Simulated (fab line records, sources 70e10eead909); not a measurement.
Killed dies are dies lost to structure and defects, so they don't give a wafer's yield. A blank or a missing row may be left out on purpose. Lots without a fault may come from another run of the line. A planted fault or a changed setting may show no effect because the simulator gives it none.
Chamber matching | flow nand_harc | NHARC_P_STI_DESCUM_14 on rie_diel-12: 4 sister chambers
The step chemistry O2, time 3 s. 14 wafers are shown with their chamber, then 7 later ones without.

WAFERS WITH THEIR CHAMBER
wafer  | chamber | rf_vpp_V (V) | oes_product_au (a.u.) | throttle_valve_pct (%)
L435.1 | 3       | 56.4         | 1.008                 | 11.307
L435.4 | 1       | 58.3         | 0.999                 | 11.319
L435.6 | 0       | 56.8         | 1.015                 | 11.311
L438.2 | 3       | 58.5         | 1.002                 | 11.325
L438.5 | 0       | 58.2         | 1.004                 | 11.316
L438.6 | 1       | 59.0         | 0.992                 | 11.312
L442.1 | 1       | 57.9         | 0.990                 | 11.314
L442.2 | 0       | 57.5         | 1.026                 | 11.319
L442.4 | 2       | 58.6         | 0.998                 | 11.292
L445.1 | 2       | 58.6         | 1.014                 | 11.317
L445.2 | 1       | 57.5         | 1.009                 | 11.318
L445.5 | 0       | 56.2         | 1.017                 | 11.312
L447.1 | 0       | 57.1         | 1.020                 | 11.322
L447.3 | 1       | 58.1         | 1.003                 | 11.312

SIGNATURES (means of the wafers above)
reading            | chamber 0 | chamber 1 | chamber 2 | chamber 3 | scatter within a chamber
rf_vpp_V           | 57.160    | 58.160    | 58.600    | 57.450    | 0.754
oes_product_au     | 1.01640   | 0.99860   | 1.00600   | 1.00500   | 0.00808
throttle_valve_pct | 11.31600  | 11.31500  | 11.30450  | 11.31600  | 0.00777
Rule: a wafer's distance from a chamber is the root of the sum, over the readings, of the square of ((its reading less the chamber's mean) divided by the reading's scatter). The wafer belongs to the nearest chamber; if the next one is less than 2 further off, it can't be placed. The scatter: the root of (the sum of the squares of (reading less its chamber's mean) over the shown wafers, divided by (wafers less chambers)).

WAFERS WITHOUT THEIR CHAMBER
wafer  | rf_vpp_V (V) | oes_product_au (a.u.) | throttle_valve_pct (%)
L447.5 | 58.1         | 0.998                 | 11.317
L448.3 | 59.1         | 0.999                 | 11.303
L448.4 | 56.1         | 0.996                 | 11.307
L448.6 | 56.3         | 1.004                 | 11.319
L450.1 | 56.2         | 1.021                 | 11.305
L450.2 | 57.8         | 1.001                 | 11.303
L450.6 | 59.4         | 1.009                 | 11.300

WHICH CHAMBER EACH WENT THROUGH
wafer  | from the rows above               | in truth
L447.5 | can't be placed: 1 or 3 or 2      | 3
L448.3 | can't be placed: 2 or 1 or 3      | 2
L448.4 | can't be placed: 3 or 1 or 0 or 2 | 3
L448.6 | can't be placed: 3 or 0 or 1      | 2
L450.1 | can't be placed: 0 or 3 or 2      | 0
L450.2 | can't be placed: 2 or 1 or 3 or 0 | 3
L450.6 | can't be placed: 2 or 1           | 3
Placed correctly: 0 of 7. Can't be placed from these rows: 7 (the true chamber is among the candidates in 5). Placed wrongly: 0.
